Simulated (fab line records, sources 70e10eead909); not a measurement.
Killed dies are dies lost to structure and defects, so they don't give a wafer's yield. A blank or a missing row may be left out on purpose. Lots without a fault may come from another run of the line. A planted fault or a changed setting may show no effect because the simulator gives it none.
Which tool did it? | flow nand_harc | 6 lots, 18 wafers sampled, at 3 steps of a route of 1159

WHAT THE GAUGES READ, wafer by wafer
NHARC_P_GATE_CD_MEAS_26: target cd 120 nm.
lot  | measured     | on        | cd_nm (nm)
L489 | day 4 21:40  | cd_sem-03 | 119.6 119.4 119.8
L493 | day 5 23:38  | cd_sem-01 | 119.5 118.7 118.3
L497 | day 6 18:25  | cd_sem-03 | 118.4 119.3 119.7
L500 | day 7 20:08  | cd_sem-03 | 119.5 119.4 120.1
L509 | day 10 00:46 | cd_sem-03 | 119.1 121.5 120.0
L511 | day 10 07:17 | cd_sem-03 | 119.6 121.2 120.2

WHICH TOOL RAN EACH LOT (tool, then ch and the chambers of the sampled wafers, then the start)
lot  | NHARC_P_STI_CMP_21           | NHARC_P_GATE_PEB_24
L489 | cmp-02 ch 0,1,3, day 3 13:56 | litho_track-04 ch 0, day 4 21:35
L493 | cmp-01 ch 0,1,3, day 4 14:25 | litho_track-01 ch 0, day 5 23:33
L497 | cmp-02 ch 2,3, day 5 11:57   | litho_track-01 ch 0, day 6 18:20
L500 | cmp-03 ch 0,1,2, day 6 13:11 | litho_track-04 ch 0, day 7 20:03
L509 | cmp-02 ch 0,1,3, day 8 14:20 | litho_track-06 ch 0, day 10 00:41
L511 | cmp-01 ch 0,2,3, day 8 22:22 | litho_track-06 ch 0, day 10 07:12
- NHARC_P_STI_CMP_21: polishes, t overpolish 20 s, target thk 380.67 nm.
- NHARC_P_GATE_PEB_24: peb time 65 s.

THE ANSWER, worked out from the rows above alone
Rule: what is usual is taken from the lots themselves. Put in order of their means at a reading, lots are off if they are a third of the lots or fewer, leave a main group of 4 or more, and stand apart from it by a gap of 3 or more times the standard deviation of the main group's means; of several such gaps the widest counts. A main group whose means are all the same, to the digits that the tables above print for the reading, isn't used. A lot without any number at a reading at which 4 lots or more have one is off too. The other lots that the step has rows for count as sound.
No lot is off at any reading shown: from this, nothing can be told.

WHAT THE SIMULATOR HAD PUT IN
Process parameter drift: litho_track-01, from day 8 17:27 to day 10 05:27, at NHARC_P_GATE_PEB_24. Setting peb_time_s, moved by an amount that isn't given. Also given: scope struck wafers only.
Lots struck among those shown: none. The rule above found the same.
